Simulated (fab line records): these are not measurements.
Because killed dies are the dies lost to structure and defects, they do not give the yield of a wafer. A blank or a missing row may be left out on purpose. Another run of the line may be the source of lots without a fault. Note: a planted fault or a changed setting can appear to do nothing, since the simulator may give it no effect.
Matching of chambers	flow nand harc	pecvd-02 running NHARC_A_STAIRCASE_DEP_259: 3 sister chambers
The step deposits SiON, target thk 30 nm. 3 wafers are shown with their chamber, then 10 later ones without.

## EACH WAFER AND ITS CHAMBER
wafer	chamber	heater power w (W)
L083.4	2	748
L087.2	0	584
L087.4	1	816

## WAFERS WITH NO CHAMBER GIVEN
wafer	heater power w (W)
L087.5	578
L091.1	830
L091.3	635
L091.4	628
L094.1	697
L094.4	629
L094.5	614
L093.3	747
L093.5	752
L093.6	772

## THE CHAMBER EACH PASSED THROUGH
wafer	from the rows above	in truth
L087.5	0	0
L091.1	1	1
L091.3	can't be placed: 0 or 2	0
L091.4	0	0
L094.1	can't be placed: 2 or 0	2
L094.4	0	0
L094.5	0	0
L093.3	2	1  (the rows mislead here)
L093.5	can't be placed: 2 or 1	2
L093.6	can't be placed: 2 or 1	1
5 of 10 placed correctly. From these rows, 4 cannot be placed; in 4 the true chamber is one of the candidates. 1 placed wrongly.
How it was worked out, from the rows above alone: a wafer's distance from a chamber is the root of the sum, over the readings, of the square of ((its reading less the chamber's mean) divided by the reading's scatter). If the next closest chamber is less than 2 further off than the closest, the wafer can't be placed; otherwise it belongs to the closest. For every chamber, the mean is computed from those of its wafers that are shown. The scatter: root of mean squared gap, hidden wafer to nearest shown wafer, with one shown wafer a chamber.
